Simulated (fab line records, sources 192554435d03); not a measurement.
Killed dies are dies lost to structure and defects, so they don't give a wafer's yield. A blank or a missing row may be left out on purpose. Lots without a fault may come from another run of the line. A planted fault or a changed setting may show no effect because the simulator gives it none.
Split-lot experiment | flow n5_finfet | 7 lots, 21 wafers read, on a route of 1938 steps

THE SPLIT
At N5_SDB_COAT_03 (time 60 s, resist thk 100 nm), the setting spin_rpm was moved away from the recipe's 1500 rpm on 7 of the 21 wafers read, by +4.5% to +9.2%. The other wafers ran this setting at the recipe's value.

FROM THE SPLIT TO THE READING: what the file shows between them, 4 steps
- N5_SDB_ETCH_17: etches SiARC in CF4, target depth 23.4 nm, time 39 s (also split here: bias_w)
- N5_SDB_ETCH_18: etches SOC in N2/H2, target depth 100 nm, overetch 20 nm, time 150 s
- N5_SDB_STRIP_19: strips in N2/H2
- N5_SDB_STRIP_21: strips in CF4

THE READING
SOC_of_SDB_COAT_03.thk_nm (the simulator's own value, which no gauge read), in nm, at N5_SDB_HM_OPEN_20 (chemistry CH3F/O2, target SiNx, stops on poly-Si, target depth 24 nm). The file gives no usual value for it. The 14 wafers here that ran the recipe average 84.2 nm, standard deviation 0.35 nm.

wafer  | tool, chamber at the split | spin_rpm as run, rpm | against the recipe | SOC_of_SDB_COAT_03.thk_nm, nm | against lot-mates on the recipe
L074.2 | litho_track-01, 0          | 1638                 | +9.2%              | 80                            | -4.6
L074.3 | litho_track-01, 0          | 1638                 | +9.2%              | 80.2                          | -4.4
L074.5 | litho_track-01, 0          | 1500                 | recipe             | 84.6                          | -
L078.2 | litho_track-05, 0          | 1500                 | recipe             | 84.4                          | -
L078.5 | litho_track-05, 0          | 1500                 | recipe             | 84.4                          | -
L078.4 | litho_track-05, 0          | 1500                 | recipe             | 84.2                          | -
L082.1 | litho_track-01, 0          | 1500                 | recipe             | 84.4                          | -
L082.3 | litho_track-01, 0          | 1580                 | +5.3%              | 81                            | -3.4
L082.5 | litho_track-01, 0          | 1580                 | +5.3%              | 81                            | -3.4
L088.3 | litho_track-05, 0          | 1568                 | +4.5%              | 81.6                          | -2.6
L088.4 | litho_track-05, 0          | 1500                 | recipe             | 84.2                          | -
L088.6 | litho_track-05, 0          | 1568                 | +4.5%              | 81.8                          | -2.4
L094.1 | litho_track-01, 0          | 1594                 | +6.3%              | 81                            | -2.8
L094.5 | litho_track-01, 0          | 1500                 | recipe             | 84                            | -
L094.6 | litho_track-01, 0          | 1500                 | recipe             | 83.6                          | -
L095.1 | litho_track-05, 0          | 1500                 | recipe             | 83.6                          | -
L095.2 | litho_track-05, 0          | 1500                 | recipe             | 83.8                          | -
L095.4 | litho_track-05, 0          | 1500                 | recipe             | 83.8                          | -
L096.4 | litho_track-05, 0          | 1500                 | recipe             | 84.2                          | -
L096.6 | litho_track-05, 0          | 1500                 | recipe             | 84.2                          | -
L096.5 | litho_track-05, 0          | 1500                 | recipe             | 84.8                          | -

THE FIT
A straight line over all 21 wafers: SOC_of_SDB_COAT_03.thk_nm changes by -0.483 nm for each +1% of spin_rpm; r = -0.97; the points scatter about the line by 0.38 nm.
The same after taking each lot's own level away (the mean of its wafers on the recipe; 21 wafers): -0.514 nm for each +1%; r = -0.99; scatter 0.29 nm.
On that fit, the largest move of spin_rpm shifts the reading by 4.7 nm.
The lots' own levels span 83.73 to 84.60 nm, that is 2.5 times the standard deviation above.
So the lot-to-lot level changes the slope little: the two slopes agree.
Check: with one of the wafers moved furthest among these (+9.2%) left out of the fit, the line predicts -4.83 nm for it against its lot-mates. It came out at -4.6 nm against them.

OTHER SPLITS ON THESE WAFERS
These wafers also went through other splits before the reading. Each is held against what the fit with the lots' levels taken away leaves over:
other split on the same wafers         | wafers away from the commonest value | r with SOC_of_SDB_COAT_03.thk_nm (lot level and that fit taken away)
N5_PMOS_HMC_CHANNEL_EPI_ETCH_32 bias_w | 4                                    | +0.42
N5_FIN_SAQP_SPACER1_ALD_24 ald_cycles  | 7                                    | -0.17
N5_SD_EPI_N_COAT_33 spin_rpm           | 9                                    | -0.38
N5_SD_EPI_N_PEB_07 peb_temp_c          | 7                                    | +0.51
N5_SDB_ETCH_17 bias_w                  | 6                                    | +0.01

THE WHOLE CHAIN: every reading that the file lists as answering this split, in the file's order
step              | what it does                                                         | reading                                                                    | change (the file's fit)               | r (the file's)
N5_SDB_COAT_03    | time 60 s, resist thk 100 nm                                         | SOC_of_SDB_COAT_03.thk_nm (the simulator's own value, which no gauge read) | -0.469 nm for each +1% of the setting | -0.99
N5_SDB_ETCH_18    | etches SOC in N2/H2, target depth 100 nm, overetch 20 nm, time 150 s | etch.depth_nm (the simulator's own value, which no gauge read)             | -0.47 nm for each +1% of the setting  | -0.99
N5_SDB_HM_OPEN_20 | chemistry CH3F/O2, target SiNx, stops on poly-Si, target depth 24 nm | SOC_of_SDB_COAT_03.thk_nm (the simulator's own value, which no gauge read) | -0.511 nm for each +1% of the setting | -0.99
N5_SDB_STRIP_22   | strips in N2/H2                                                      | strip_time_to_endpoint_s                                                   | withheld for each +1% of the setting  | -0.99

THE FILE'S OWN FIT
SOC_of_SDB_COAT_03.thk_nm changes by -0.511 nm for each +1% of spin_rpm, r = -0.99.
